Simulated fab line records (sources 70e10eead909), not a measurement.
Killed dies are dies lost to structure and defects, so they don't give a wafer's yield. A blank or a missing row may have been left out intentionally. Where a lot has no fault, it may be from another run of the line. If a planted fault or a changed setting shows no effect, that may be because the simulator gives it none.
Which tool did it? :: flow nandHarc :: at 1 step of a route of 1302, 24 lots with 72 wafers sampled

WHAT THE GAUGES SHOWED, per wafer
NHARC_P_M1_INSPECT_27. Usual: rawDefectCount 308, standard deviation 110.
lot: L074
measured: day 6 04:31
on: defectInspect-01
rawDefectCount: 266 323 261
flag: 

lot: L076
measured: day 6 21:38
on: defectInspect-01
rawDefectCount: 240 390 275
flag: 

lot: L075
measured: day 6 22:47
on: defectInspect-01
rawDefectCount: 142 481 345
flag: 

lot: L077
measured: day 7 10:56
on: defectInspect-02
rawDefectCount: 202 168 144
flag: 

lot: L078
measured: day 7 23:10
on: defectInspect-01
rawDefectCount: 275 209 182
flag: 

lot: L079
measured: day 8 04:22
on: defectInspect-02
rawDefectCount: 208 284 226
flag: 

lot: L080
measured: day 8 15:10
on: defectInspect-02
rawDefectCount: 291 492 439
flag: 

lot: L081
measured: day 9 09:38
on: defectInspect-01
rawDefectCount: 371 230 209
flag: 

lot: L083
measured: day 10 02:19
on: defectInspect-02
rawDefectCount: 531 300 334
flag: 

lot: L082
measured: day 10 02:47
on: defectInspect-01
rawDefectCount: 211 246 298
flag: 

lot: L084
measured: day 10 13:28
on: defectInspect-01
rawDefectCount: 252 190 227
flag: 

lot: L085
measured: day 11 02:18
on: defectInspect-02
rawDefectCount: 327 466 254
flag: 

lot: L086
measured: day 11 07:55
on: defectInspect-01
rawDefectCount: 327 357 226
flag: 

lot: L087
measured: day 11 14:56
on: defectInspect-01
rawDefectCount: 210 306 232
flag: 

lot: L089
measured: day 12 07:40
on: defectInspect-01
rawDefectCount: 330 196 387
flag: 

lot: L088
measured: day 12 07:55
on: defectInspect-01
rawDefectCount: 277 272 299
flag: 

lot: L090
measured: day 13 01:28
on: defectInspect-01
rawDefectCount: 331 154 508
flag: 

lot: L091
measured: day 13 16:26
on: defectInspect-02
rawDefectCount: 451 606 315
flag: 

lot: L092
measured: day 13 20:29
on: defectInspect-02
rawDefectCount: 212 350 274
flag: 

lot: L093
measured: day 14 09:56
on: defectInspect-01
rawDefectCount: 319 277 374
flag: 

lot: L094
measured: day 14 14:55
on: defectInspect-02
rawDefectCount: 317 476 272
flag: 

lot: L095
measured: day 15 02:40
on: defectInspect-02
rawDefectCount: 461 693 284
flag: 

lot: L096
measured: day 15 11:22
on: defectInspect-01
rawDefectCount: 296 375 364
flag: 

lot: L097
measured: day 16 04:40
on: defectInspect-01
rawDefectCount: 395 512 486
flag: 

WHAT TOOL EACH LOT RAN ON (gives the tool, then ch and the chambers of the sampled wafers, and finally the start)
Record: no process step prior to these readings.

WHAT THE TOOLS THEMSELVES READ (means of the sampled wafers that have a number; where no wafer has one, the mark that the record gives instead)
The record holds no such reading with a usual standard deviation.

THE ANSWER, worked out from the rows above alone
Rule: a lot counts as off when the mean over its wafers that have a number is more than 3 standard deviations away from the usual mean. A lot without any number at a reading at which 4 lots or more have one is off too. All remaining lots with rows at the step are treated as sound. Order of review: gauges by route order, followed by the tools' own readings, for which a lot's mean as printed above is used. At the first step where some lot is off, the reading lying furthest off is the one used; lots without a number count as furthest.
Across all readings shown, no lot is off: no conclusion can be drawn from this.

WHAT THE SIMULATOR PUT IN
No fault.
